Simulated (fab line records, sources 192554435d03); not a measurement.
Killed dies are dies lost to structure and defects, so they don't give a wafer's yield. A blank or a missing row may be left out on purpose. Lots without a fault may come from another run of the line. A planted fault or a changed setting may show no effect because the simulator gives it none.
fab line records | flow n5_finfet
record lots=9 wafers=27 last_day=17
route steps=1938 shown SDB@375 HKMG_FIN@388 BEOL_M4@1111 PASSIVATION@1936
lots that met no fault: from a run of the same line without faults
start_h: hours from the record's first day to the start of the lot's first wafer shown | wait_h: hours since the lot's step before | " the same as in the row above | L1.1+2: a row that stands for several wafers | - no value, or no start given | * or withheld: withheld | < > ~ a bound
route shown NAME@n: a module of which the file shows steps, and the number in the route of the first | usual: mean/standard deviation of fault-free wafers | same: alike in all rows | chamber/n: place in a boat | sites: the reading at each site | _std_site: their standard deviation | _edge_site: outer sites' mean less inner sites' | radius_mm: how far each site lies from the wafer's centre | mask NAME#n: copy n | behind: the tool/chamber that last shaped the wafer | hold: why the lot was held/for how many hours/how that ended | device: the transistor (n, p or np) that didn't switch | end of line: the same wafers' tests at the end of the route | a step without rows: its recipe alone | killed: dies lost to structure and defects at the first sort, not the wafer's yield | map: a wafer's dies, x killed, . not, _ none there
set.NAME: the setting as run; set.NAME@STEP: as run at that earlier step | model.NAME: the simulator's own value behind a step, which no gauge read
steps of the route over a sample of lots; a table a step, a row a wafer
services: from which hour (start_h, from the record's first day; less than 0 if before it) a tool's chamber was out of use, for how many hours, and why
## steps
# step N5_SDB_THK_MEAS_31
# recipe reads=a-Si_of_DUMMY_GATE_CVD_03
# usual SDB_THK=64.5/1.3
# columns lot.wafer tool chamber start_h wait_h SDB_THK[nm]
L364.1 film_metro-02 - 78.23 - 65.4
L364.3 " - " " 65.7
L364.4 " - " " 65.9
L365.1 film_metro-01 - 90.41 - 64.9
L365.3 " - " " 64.7
L365.6 " - " " 65.0
L367.2 film_metro-01 - 95.99 - 64.7
L367.4 " - " " 63.3
L367.5 " - " " 65.8
L371.1 film_metro-02 - 118.68 - 65.7
L371.3 " - " " 65.2
L371.5 " - " " 63.8
L378.1 film_metro-01 - 158.06 - 62.0
L378.5 " - " " 64.4
L378.6 " - " " 65.1
L379.1 film_metro-01 - 172.15 - 65.6
L379.3 " - " " 62.7
L379.5 " - " " 62.8
L382.3 film_metro-01 - 192.63 - 66.6
L382.4 " - " " 64.5
L382.6 " - " " 67.2
L383.1 film_metro-01 - 196.27 - 61.7
L383.5 " - " " 63.1
L383.6 " - " " 60.7
L384.2 film_metro-01 - 199.92 - 65.4
L384.4 " - " " 66.7
L384.6 " - " " 64.8
# step N5_SDB_INSPECT_36
# recipe inspect_instrument=darkfield mode=post_cmp
# usual raw_defect_count=45/20
# columns lot.wafer tool chamber start_h wait_h raw_defect_count
L364.1 defect_inspect-01 - 78.25 0.0 56
L364.3 " - " " 42
L364.4 " - " " 21
L365.1 defect_inspect-02 - 90.44 0.0 27
L365.3 " - " " 67
L365.6 " - " " 99
L367.2 defect_inspect-02 - 96.02 0.0 70
L367.4 " - " " 27
L367.5 " - " " 40
L371.1 defect_inspect-01 - 118.71 0.0 28
L371.3 " - " " 44
L371.5 " - " " 67
L378.1 defect_inspect-02 - 158.09 0.0 38
L378.5 " - " " 32
L378.6 " - " " 38
L379.1 defect_inspect-02 - 172.17 0.0 31
L379.3 " - " " 33
L379.5 " - " " 20
L382.3 defect_inspect-01 - 192.66 0.0 50
L382.4 " - " " 27
L382.6 " - " " 22
L383.1 defect_inspect-01 - 196.30 0.0 47
L383.5 " - " " 50
L383.6 " - " " 47
L384.2 defect_inspect-01 - 199.95 0.0 38
L384.4 " - " " 39
L384.6 " - " " 28
# step N5_HKMG_FIN_ALD_74
# recipe material=La2O3 target_thk_a=5 temp_c=250 ald_precursor_family=La-Cp ald_co_reactant=O3 pulse_time_s=6 co_reactant_pulse_time_s=1 purge_time_s=3 co_reactant_purge_time_s=3
# usual heater_power_w=363/41 precursor_pulse_height_rel=1.002/0.019
# columns lot.wafer tool chamber start_h wait_h heater_power_w precursor_pulse_height_rel
L364.1 ald_hk-02 3 79.81 0.2 290 0.990
L364.3 " 0 " " 364 1.021
L364.4 " 1 " " 334 1.038
L365.1 ald_hk-02 2 91.42 0.2 327 1.038
L365.3 " 0 " " 365 0.997
L365.6 " 3 " " 294 1.013
L367.2 ald_hk-02 3 97.02 0.2 280 1.009
L367.4 " 1 " " 331 1.027
L367.5 " 0 " " 354 0.980
L371.1 ald_hk-01 0 119.94 0.2 404 1.019
L371.3 " 2 " " 379 0.982
L371.5 " 0 " " 400 1.006
L378.1 ald_hk-01 2 159.55 0.2 380 0.984
L378.5 " 0 " " 396 1.010
L378.6 " 1 " " 351 1.011
L379.1 ald_hk-01 1 173.89 0.2 345 0.984
L379.3 " 2 " " 384 0.987
L379.5 " 2 " " 386 1.000
L382.3 ald_hk-03 3 193.91 0.1 395 0.995
L382.4 " 2 " " 403 1.023
L382.6 " 3 " " 384 0.977
L383.1 ald_hk-03 1 197.29 0.2 352 1.020
L383.5 " 0 " " 407 0.992
L383.6 " 1 " " 344 1.019
L384.2 ald_hk-03 1 200.95 0.2 352 1.002
L384.4 " 2 " " 405 0.998
L384.6 " 3 " " 402 1.004
# step N5_HKMG_FIN_INSPECT_61
# recipe mode=adi inspect_instrument=macro
# usual raw_defect_count=2.0/1.4
# columns lot.wafer tool chamber start_h wait_h raw_defect_count
L364.1 defect_inspect-01 - 80.28 0.0 2
L364.3 " - " " 0
L364.4 " - " " 1
L365.1 defect_inspect-01 - 92.02 0.0 2
L365.3 " - " " 1
L365.6 " - " " 5
L367.2 defect_inspect-01 - 97.61 0.0 >300
L367.4 " - " " 0
L367.5 " - " " 2
L371.1 defect_inspect-01 - 120.54 0.0 1
L371.3 " - " " 2
L371.5 " - " " 2
L378.1 defect_inspect-01 - 160.18 0.0 2
L378.5 " - " " 3
L378.6 " - " " 4
L379.1 defect_inspect-02 - 174.49 0.0 2
L379.3 " - " " 2
L379.5 " - " " 3
L382.3 defect_inspect-02 - 194.38 0.0 0
L382.4 " - " " 2
L382.6 " - " " 2
L383.1 defect_inspect-01 - 197.89 0.0 1
L383.5 " - " " 1
L383.6 " - " " 1
L384.2 defect_inspect-01 - 201.42 0.0 4
L384.4 " - " " 3
L384.6 " - " " 2
# step N5_HKMG_FIN_DESCUM_53
# recipe chemistry=O2 time_s=7.9 source_power_w=50 bias_power_w=20 pressure_mtorr=20 rf_frequency_hz=2.712e+07 temp_c=40 resist=CAR-ArF o2_flow_sccm=225
# usual drypump_motor_current_A=5.7/0.53 oes_product_au=0.79/0.089 rf_vpp_V=243.7/1.3 showerhead_plenum_p_Torr=2.14/0.071 throttle_valve_pct=20.39/0.22
# columns lot.wafer tool chamber start_h wait_h drypump_motor_current_A oes_product_au rf_hours_counter_h rf_vpp_V showerhead_plenum_p_Torr throttle_valve_pct
L364.1 rie_diel-01 3 80.32 0.0 6.6 0.72 221 245.0 2.16 20.56
L364.3 " 0 " " 6.3 0.81 89 244.8 2.20 20.19
L364.4 " 0 " " 6.3 0.80 - 244.8 2.20 20.19
L365.1 rie_diel-03 2 92.06 0.0 5.0 0.87 43 241.5 2.15 20.69
L365.3 " 1 " " 5.5 0.74 153 245.8 2.18 20.43
L365.6 " 1 " " 5.5 0.75 - 245.8 2.18 20.44
L367.2 rie_diel-03 3 97.69 0.1 6.0 0.85 75 243.3 2.05 20.55
L367.4 " 0 " " 5.2 0.97 5 245.0 2.13 20.05
L367.5 " 0 " " 5.2 0.97 - 244.7 2.13 20.06
L371.1 rie_diel-01 2 120.57 0.0 5.2 0.88 34 244.2 2.20 20.02
L371.3 " 3 " " 6.6 0.70 236 244.1 2.15 20.58
L371.5 " 3 " " 6.6 0.70 - 243.6 2.15 20.56
L378.1 rie_diel-01 0 160.22 0.0 6.3 0.78 105 242.8 2.20 20.23
L378.5 " 0 " " 6.3 0.78 - 244.5 2.20 20.21
L378.6 " 3 " " 6.6 0.68 - 243.2 2.15 20.60
L379.1 rie_diel-01 1 174.53 0.0 5.7 0.67 249 241.2 1.97 20.19
L379.3 " 0 " " 6.3 0.78 110 245.0 2.19 20.25
L379.5 " 2 " " 5.2 0.85 - 246.4 2.19 20.07
L382.3 rie_diel-03 1 194.72 0.3 5.5 0.71 186 243.7 2.17 20.49
L382.4 " 0 " " 5.2 0.88 33 242.6 2.12 20.09
L382.6 " 1 " " 5.5 0.71 - 244.6 2.17 20.48
L383.1 rie_diel-03 2 197.92 0.0 5.0 0.81 77 242.4 2.14 20.75
L383.5 " 1 " " 5.5 0.71 - 244.0 2.17 20.49
L383.6 " 0 " " 5.2 0.89 - 242.6 2.12 20.08
L384.2 rie_diel-01 1 202.31 0.9 5.7 0.66 257 240.5 1.96 20.22
L384.4 " 2 " " 5.3 0.84 - 243.5 2.19 20.08
L384.6 " 1 " " 5.8 0.66 - 242.1 1.96 20.21
# step N5_BEOL_M4_RC_MEAS_101
# usual DIBL_N=35.7/1.5 DIBL_P=35.7/2 IOFF_N=0.155/0.026 IOFF_P=0.20/0.031 ION_N=675/11 ION_P=462/7.1 SS_N=71.3/0.57 SS_P=73.1/0.56 VT_N=250/3 VT_P=-251/3
# columns lot.wafer tool chamber start_h wait_h DIBL_N[mV/V] DIBL_P[mV/V] IOFF_N[nA/um] IOFF_P[nA/um] ION_N[uA/um] ION_P[uA/um] SS_N[mV/dec] SS_P[mV/dec] VT_N[mV] VT_P[mV]
L364.1 prober-01 0 185.28 0.0 37.9 38.4 0.208 0.24 696 472 72.1 73.4 245 -247
L364.3 " 0 " " 37.5 37.2 0.182 0.23 671 461 71.8 73.3 247 -248
L364.4 " 0 " " 35.9 36.3 0.166 0.22 688 474 70.9 73.4 247 -249
L365.1 prober-02 0 194.13 0.0 34.0 33.8 0.141 0.19 683 462 71.2 72.1 250 -250
L365.3 " 0 " " 36.0 37.2 0.186 0.26 685 468 71.9 73.3 245 -246
L365.6 " 0 " " 33.7 33.5 0.142 0.19 678 465 70.4 72.3 249 -250
L367.2 prober-02 0 199.05 0.2 36.1 34.7 0.165 0.21 674 460 72.0 72.9 248 -251
L367.4 " 0 " " 37.1 34.5 0.181 0.20 694 468 72.9 73.0 248 -252
L367.5 " 0 " " 35.4 32.9 0.140 0.18 678 464 71.3 72.6 251 -252
L371.1 prober-01 0 225.57 0.7 36.5 35.5 0.148 0.22 666 462 71.8 73.4 252 -249
L371.3 " 0 " " 35.9 34.9 0.127 0.20 666 464 71.2 73.2 252 -250
L371.5 " 0 " " 37.2 35.3 0.156 0.22 662 453 71.4 73.3 254 -246
L378.1 prober-02 0 260.39 0.0 37.2 36.8 0.162 0.21 670 459 71.5 73.0 253 -248
L378.5 " 0 " " 37.9 38.4 0.173 0.23 679 462 71.5 73.5 250 -249
L378.6 " 0 " " 36.4 36.6 0.152 0.21 672 456 72.0 72.5 251 -250
L379.1 prober-01 0 277.73 0.0 36.7 36.3 0.157 0.21 682 472 72.4 72.9 248 -248
L379.3 " 0 " " 37.4 37.0 0.171 0.23 683 469 72.5 73.6 248 -247
L379.5 " 0 " " 37.1 36.7 0.169 0.23 677 467 71.9 73.5 246 -247
L382.3 prober-01 0 286.34 0.3 34.8 33.1 0.112 0.18 654 458 71.0 72.4 255 -251
L382.4 " 0 " " 36.9 36.3 0.160 0.23 682 474 71.2 73.0 248 -247
L382.6 " 0 " " 36.3 35.8 0.146 0.22 679 468 71.5 72.6 250 -249
L383.1 prober-01 0 305.37 0.0 34.4 34.9 0.137 0.18 666 456 71.0 72.7 251 -253
L383.5 " 0 " " 33.9 34.4 0.128 0.18 659 456 71.1 72.4 252 -255
L383.6 " 0 " " 36.7 37.3 0.166 0.21 675 459 71.2 73.2 250 -253
L384.2 prober-02 0 312.09 0.2 31.0 29.9 0.093 0.14 657 459 69.6 71.6 255 -254
L384.4 " 0 " " 36.2 35.2 0.162 0.20 678 460 71.8 73.4 248 -250
L384.6 " 0 " " 37.6 38.5 0.201 0.26 679 464 71.5 73.3 249 -248
# step N5_PASSIVATION_PROBE_49
# usual defect_limited_yield=91.4/1.5 killed_at_M0_to_M3=34/10 killed_at_M4_up=15/6 killed_at_contacts=12/6 killed_at_front_end=37/11 killed_at_other=3.3/2.8 killed_dies=101/18 killed_on_rim=14/4.4 killed_open=66/14 killed_short=33/7.8 sort_bin_5_function=5.0/0.97 sort_bin_6_memory=3.2/0.72 sort_n_pass=1079/18 sort_yield_pct=91.4/1.5
# same gross_dies=1180 killed_at_back_side=0 sort_bin_4_leakage[%]=0 sort_bin_8_speed[%]=0
# columns lot.wafer tool chamber start_h wait_h defect_limited_yield[%] killed_at_M0_to_M3 killed_at_M4_up killed_at_contacts killed_at_front_end killed_at_other killed_dies killed_on_rim killed_open killed_short sort_bin_5_function[%] sort_bin_6_memory[%] sort_n_pass sort_yield_pct[%]
L364.1 prober-02 - 302.29 0.0 91.4 32 8 19 40 2 101 7 64 36 4.9 3.4 1079 91.4
L364.3 prober-02 - 302.39 0.1 90.7 25 18 22 38 7 110 24 68 33 5.2 3.5 1070 90.7
L364.4 prober-02 - 302.44 0.2 91.4 23 10 15 47 6 101 17 62 38 4.6 3.6 1079 91.4
L365.1 prober-01 - 303.00 0.0 92.1 39 9 10 33 2 93 9 55 36 4.6 3.0 1087 92.1
L365.3 prober-01 - 303.10 0.1 91.9 41 13 6 31 4 95 10 69 25 4.3 3.1 1085 91.9
L365.6 prober-01 - 303.25 0.3 92.2 28 6 7 45 6 92 12 58 34 4.7 2.9 1088 92.2
L367.2 prober-02 - 306.60 0.1 81.3 46 11 15 145 4 221 27 62 33 12.1 3.0 959 81.3
L367.4 prober-02 - 306.70 0.2 90.8 37 9 15 47 0 108 17 59 44 4.9 3.7 1072 90.8
L367.5 prober-02 - 306.75 0.2 90.1 44 13 5 50 5 117 16 77 39 5.7 3.8 1063 90.1
L371.1 prober-01 - 330.28 0.0 89.7 52 20 4 43 2 121 22 80 40 6.2 3.5 1059 89.7
L371.3 prober-01 - 330.38 0.1 91.4 40 17 10 30 5 102 7 59 42 5.3 2.8 1078 91.4
L371.5 prober-01 - 330.48 0.2 87.5 61 32 14 40 0 147 19 87 56 6.4 5.3 1033 87.5
L378.1 prober-02 - 369.37 0.0 90.8 34 13 27 33 2 109 12 83 26 5.0 4.0 1071 90.8
L378.5 prober-02 - 369.57 0.2 89.2 38 19 12 52 6 127 14 83 43 6.4 4.1 1053 89.2
L378.6 prober-02 - 369.62 0.3 89.0 46 26 15 37 6 130 25 91 38 7.2 3.6 1050 89.0
L379.1 prober-01 - 385.66 0.0 93.6 22 11 6 33 4 76 14 52 20 3.6 2.3 1104 93.6
L379.3 prober-01 - 385.76 0.1 93.9 19 13 12 26 2 72 4 47 25 3.0 3.1 1108 93.9
L379.5 prober-01 - 385.86 0.2 92.0 24 13 8 47 2 94 8 67 24 4.6 2.8 1086 92.0
L382.3 prober-02 - 385.96 0.1 92.0 33 3 16 41 1 94 11 65 29 5.1 2.7 1086 92.0
L382.4 prober-02 - 386.01 0.2 90.0 36 13 25 37 7 118 13 70 48 5.8 3.5 1062 90.0
L382.6 prober-02 - 386.11 0.3 90.1 30 14 13 57 3 117 18 80 37 5.5 4.1 1063 90.1
L383.1 prober-02 - 411.45 0.0 91.8 26 11 10 47 3 97 12 54 37 4.7 2.5 1083 91.8
L383.5 prober-02 - 411.65 0.2 91.9 19 16 9 51 1 96 14 61 31 4.4 3.6 1084 91.9
L383.6 prober-02 - 411.70 0.3 91.8 34 12 13 38 0 97 8 63 31 4.7 3.3 1083 91.8
L384.2 prober-02 - 418.00 0.1 90.7 38 23 7 32 10 110 18 76 34 5.3 3.7 1070 90.7
L384.4 prober-02 - 418.10 0.2 92.6 41 12 4 28 2 87 11 47 40 4.2 3.0 1093 92.6
L384.6 prober-02 - 418.20 0.3 93.2 29 10 8 28 5 80 10 53 27 4.1 2.3 1100 93.2
# killed by level:class
L364.1 MOL_CONTACT_COAG:geometric_particle:open=12 BEOL_M0_SAQP:geometric_particle:short=9 FIN_SAQP:geometric_particle:open=8 STI_FIN_REVEAL:geometric_particle:open=7 MOL_CONTACT_COAG:geometric_particle:short=7 BEOL_M0_SAQP:geometric_particle:open=6 SPACER0:geometric_particle:open=5 BEOL_M2:geometric_particle:open=4
L364.3 MOL_CONTACT_COAG:geometric_particle:open=18 FIN_SAQP:geometric_particle:open=9 BEOL_M3:geometric_particle:open=6 BEOL_M0_SAQP:geometric_particle:short=5 HKMG_FIN:area_etch=5 FIN_SAQP:geometric_particle:short=4 STI_FIN_REVEAL:geometric_particle:open=4 DUMMY_GATE:geometric_particle:open=4
L364.4 MOL_CONTACT_COAG:geometric_particle:open=14 FIN_SAQP:geometric_particle:open=8 STI_FIN_REVEAL:geometric_particle:open=8 FIN_SAQP:geometric_particle:short=7 GATE_CUT:geometric_particle:short=6 BEOL_M0_SAQP:geometric_particle:short=6 SPACER0:geometric_particle:short=5 BEOL_M4:geometric_particle:open=5
L365.1 BEOL_M0_SAQP:geometric_particle:short=10 MOL_CONTACT_COAG:geometric_particle:open=9 ILD0:geometric_particle:short=8 BEOL_M0_SAQP:geometric_particle:open=6 ILD0:geometric_particle:open=5 BEOL_M1:geometric_particle:short=5 BEOL_M3:geometric_particle:open=5 BEOL_M1:geometric_particle:open=4
L365.3 BEOL_M0_SAQP:geometric_particle:open=13 BEOL_M1:geometric_particle:open=10 FIN_SAQP:geometric_particle:open=8 BEOL_M4:geometric_particle:open=6 BEOL_M6:geometric_particle:open=5 FIN_SAQP:geometric_particle:short=4 DUMMY_GATE:geometric_particle:open=4 BEOL_M0_SAQP:geometric_particle:short=4
L365.6 BEOL_M0_SAQP:geometric_particle:open=10 FIN_SAQP:geometric_particle:short=8 FIN_SAQP:geometric_particle:open=7 MOL_CONTACT_COAG:geometric_particle:open=6 STI_FIN_REVEAL:geometric_particle:open=5 GATE_CUT:geometric_particle:short=5 GATE_CUT:geometric_particle:open=5 BEOL_M0_SAQP:geometric_particle:short=5
L367.2 HKMG_FIN:unspecified=126 MOL_CONTACT_COAG:geometric_particle:open=9 BEOL_M3:geometric_particle:open=9 BEOL_M2:geometric_particle:open=8 STI_FIN_REVEAL:geometric_particle:open=7 BEOL_M0_SAQP:geometric_particle:open=7 MOL_CONTACT_COAG:geometric_particle:short=6 BEOL_M0_SAQP:geometric_particle:short=6
L367.4 FIN_SAQP:geometric_particle:short=14 MOL_CONTACT_COAG:geometric_particle:open=13 BEOL_M2:geometric_particle:open=11 BEOL_M0_SAQP:geometric_particle:short=10 STI_FIN_REVEAL:geometric_particle:open=7 FIN_SAQP:geometric_particle:open=6 BEOL_M0_SAQP:geometric_particle:open=6 ILD0:geometric_particle:short=4
L367.5 FIN_SAQP:geometric_particle:open=20 FIN_SAQP:geometric_particle:short=9 BEOL_M1:geometric_particle:open=9 BEOL_M2:geometric_particle:open=8 BEOL_M0_SAQP:geometric_particle:short=6 BEOL_M3:geometric_particle:open=6 DUMMY_GATE:geometric_particle:open=4 GATE_CUT:geometric_particle:open=4
L371.1 BEOL_M0_SAQP:geometric_particle:open=19 FIN_SAQP:geometric_particle:open=13 BEOL_M4:geometric_particle:open=12 BEOL_M0_SAQP:geometric_particle:short=11 BEOL_M2:geometric_particle:open=10 FIN_SAQP:geometric_particle:short=8 STI_FIN_REVEAL:geometric_particle:open=5 BEOL_M1:geometric_particle:open=4
L371.3 BEOL_M0_SAQP:geometric_particle:short=12 BEOL_M0_SAQP:geometric_particle:open=9 MOL_CONTACT_COAG:geometric_particle:open=8 FIN_SAQP:geometric_particle:short=8 FIN_SAQP:geometric_particle:open=7 BEOL_M4:geometric_particle:open=7 BEOL_M2:geometric_particle:open=5 BEOL_M7:geometric_particle:open=5
L371.5 BEOL_M0_SAQP:geometric_particle:short=21 BEOL_M4:geometric_particle:open=17 BEOL_M0_SAQP:geometric_particle:open=14 MOL_CONTACT_COAG:geometric_particle:open=9 BEOL_M2:geometric_particle:open=8 FIN_SAQP:geometric_particle:short=6 BEOL_M1:geometric_particle:open=6 FIN_SAQP:geometric_particle:open=5
L378.1 MOL_CONTACT_COAG:geometric_particle:open=21 BEOL_M3:geometric_particle:open=10 STI_FIN_REVEAL:geometric_particle:open=8 FIN_SAQP:geometric_particle:open=6 MOL_CONTACT_COAG:geometric_particle:short=6 BEOL_M0_SAQP:geometric_particle:open=6 BEOL_M2:geometric_particle:open=5 BEOL_M1:geometric_particle:open=5
L378.5 BEOL_M4:geometric_particle:open=14 FIN_SAQP:geometric_particle:open=10 BEOL_M0_SAQP:geometric_particle:open=9 BEOL_M1:geometric_particle:open=9 MOL_CONTACT_COAG:geometric_particle:open=8 FIN_SAQP:geometric_particle:short=7 STI_FIN_REVEAL:geometric_particle:open=7 DUMMY_GATE:geometric_particle:open=5
L378.6 BEOL_M4:geometric_particle:open=17 BEOL_M0_SAQP:geometric_particle:open=11 BEOL_M3:geometric_particle:open=11 MOL_CONTACT_COAG:geometric_particle:open=10 GATE_CUT:geometric_particle:short=6 FIN_SAQP:geometric_particle:open=5 STI_FIN_REVEAL:geometric_particle:open=5 DUMMY_GATE:geometric_particle:open=5
L379.1 FIN_SAQP:geometric_particle:open=6 BEOL_M0_SAQP:geometric_particle:open=6 BEOL_M0_SAQP:geometric_particle:short=6 STI_FIN_REVEAL:geometric_particle:open=5 DUMMY_GATE:geometric_particle:open=5 MOL_CONTACT_COAG:geometric_particle:open=4 BEOL_M2:geometric_particle:open=4 HKMG_FIN:area_etch=4
L379.3 MOL_CONTACT_COAG:geometric_particle:open=8 STI_FIN_REVEAL:geometric_particle:open=7 BEOL_M0_SAQP:geometric_particle:open=6 FIN_SAQP:geometric_particle:short=5 FIN_SAQP:geometric_particle:open=4 MOL_CONTACT_COAG:geometric_particle:short=4 STI_FIN_REVEAL:geometric_particle:short=3 BEOL_M0:geometric_particle:open=3
L379.5 STI_FIN_REVEAL:geometric_particle:open=20 BEOL_M0_SAQP:geometric_particle:short=9 FIN_SAQP:geometric_particle:open=7 MOL_CONTACT_COAG:geometric_particle:open=7 BEOL_M0_SAQP:geometric_particle:open=5 BEOL_M3:geometric_particle:open=5 FIN_SAQP:geometric_particle:short=3 STI_FIN_REVEAL:geometric_particle:short=3
L382.3 FIN_SAQP:geometric_particle:open=14 MOL_CONTACT_COAG:geometric_particle:open=12 BEOL_M3:geometric_particle:open=12 DUMMY_GATE:geometric_particle:open=8 BEOL_M0_SAQP:geometric_particle:open=7 FIN_SAQP:geometric_particle:short=5 BEOL_M0_SAQP:geometric_particle:short=5 MOL_CONTACT_COAG:geometric_particle:short=4
L382.4 MOL_CONTACT_COAG:geometric_particle:open=21 BEOL_M0_SAQP:geometric_particle:short=13 BEOL_M4:geometric_particle:open=10 GATE_CUT:geometric_particle:short=9 BEOL_M0_SAQP:geometric_particle:open=7 FIN_SAQP:geometric_particle:open=5 STI_FIN_REVEAL:geometric_particle:open=5 FIN_SAQP:geometric_particle:short=4
L382.6 FIN_SAQP:geometric_particle:open=18 MOL_CONTACT_COAG:geometric_particle:open=10 BEOL_M0_SAQP:geometric_particle:open=9 GATE_CUT:geometric_particle:short=9 BEOL_M3:geometric_particle:open=9 FIN_SAQP:geometric_particle:short=6 STI_FIN_REVEAL:geometric_particle:open=6 BEOL_M0_SAQP:geometric_particle:short=5
L383.1 BEOL_M2:geometric_particle:open=9 DUMMY_GATE:geometric_particle:open=8 FIN_SAQP:geometric_particle:short=7 STI_FIN_REVEAL:geometric_particle:short=7 MOL_CONTACT_COAG:geometric_particle:open=7 GATE_CUT:geometric_particle:open=6 STI_FIN_REVEAL:geometric_particle:open=6 HKMG_FIN:area_etch=5
L383.5 FIN_SAQP:geometric_particle:short=16 BEOL_M2:geometric_particle:open=11 FIN_SAQP:geometric_particle:open=6 GATE_CUT:geometric_particle:short=6 DUMMY_GATE:geometric_particle:open=6 MOL_CONTACT_COAG:geometric_particle:open=6 BEOL_M4:geometric_particle:open=5 BEOL_M6:geometric_particle:open=5
L383.6 MOL_CONTACT_COAG:geometric_particle:open=12 STI_FIN_REVEAL:geometric_particle:open=10 BEOL_M0_SAQP:geometric_particle:short=8 BEOL_M2:geometric_particle:open=8 STARTING-WAFER:geometric_particle:short=6 FIN_SAQP:geometric_particle:open=5 DUMMY_GATE:geometric_particle:open=5 BEOL_M4:geometric_particle:open=5
L384.2 BEOL_M1:geometric_particle:open=11 BEOL_M4:geometric_particle:open=11 FIN_SAQP:geometric_particle:open=10 FIN_SAQP:geometric_particle:short=6 BEOL_M3:geometric_particle:open=6 MOL_CONTACT_COAG:geometric_particle:open=6 BEOL_M2:geometric_particle:open=6 BEOL_M0_SAQP:geometric_particle:short=5
L384.4 BEOL_M0_SAQP:geometric_particle:short=18 BEOL_M0_SAQP:geometric_particle:open=17 FIN_SAQP:geometric_particle:open=8 GATE_CUT:geometric_particle:short=6 MOL_CONTACT_COAG:geometric_particle:open=4 BEOL_M4:geometric_particle:short=4 STARTING-WAFER:geometric_particle:short=4 DUMMY_GATE:geometric_particle:open=3
L384.6 FIN_SAQP:geometric_particle:open=7 MOL_CONTACT_COAG:geometric_particle:open=7 BEOL_M0_SAQP:geometric_particle:open=7 BEOL_M2:geometric_particle:open=7 BEOL_M0_SAQP:geometric_particle:short=6 FIN_SAQP:geometric_particle:short=5 DUMMY_GATE:geometric_particle:open=4 STI_FIN_REVEAL:geometric_particle:open=3
## services
# columns tool chamber start_h hours kind
rie_diel-03 0 59.05 - clean
rie_diel-03 0 59.05 - consumable_replace:focus_ring
rie_diel-03 0 59.05 20.3 scheduled_down
rie_diel-03 0 59.05 20.3 vent_cycle
rie_diel-01 1 66.24 16.2 repair
rie_diel-01 0 107.19 29.5 repair
ald_hk-01 - 155.70 2.8 pm
ald_hk-02 - 169.07 2.8 repair
ald_hk-01 - 170.19 0.7 repair
rie_diel-01 3 172.08 16.0 repair
rie_diel-01 1 175.77 9.0 repair
rie_diel-03 3 184.82 4.3 repair
rie_diel-01 3 188.14 - clean
rie_diel-01 3 188.14 - consumable_replace:focus_ring
rie_diel-01 3 188.14 25.6 scheduled_down
rie_diel-01 3 188.14 25.6 vent_cycle
## key
first_sign step=N5_HKMG_FIN_INSPECT_61 reading=raw_defect_count direction=up sigmas=99+ usual=2.0 struck=>300
effect step=N5_PASSIVATION_PROBE_49 reading=killed_at_front_end direction=up sigmas=9.6 usual=37 struck=145
more_kills_born_at N5_HKMG_FIN_ALD_74@ald_hk-02=126
met_at N5_HKMG_FIN_ALD_74
struck_lots L367
struck_wafers L367.2
not_acting_at N5_SDB_THK_MEAS_31,N5_SDB_INSPECT_36,N5_HKMG_FIN_DESCUM_53
onset_between 91.42 97.02
fault kind=chamber_particle_source tool=ald_hk-02 chamber=3 onset_h=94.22 steps=N5_HKMG_FIN_ALD_74 rate_per_visit_cm2=1.5641
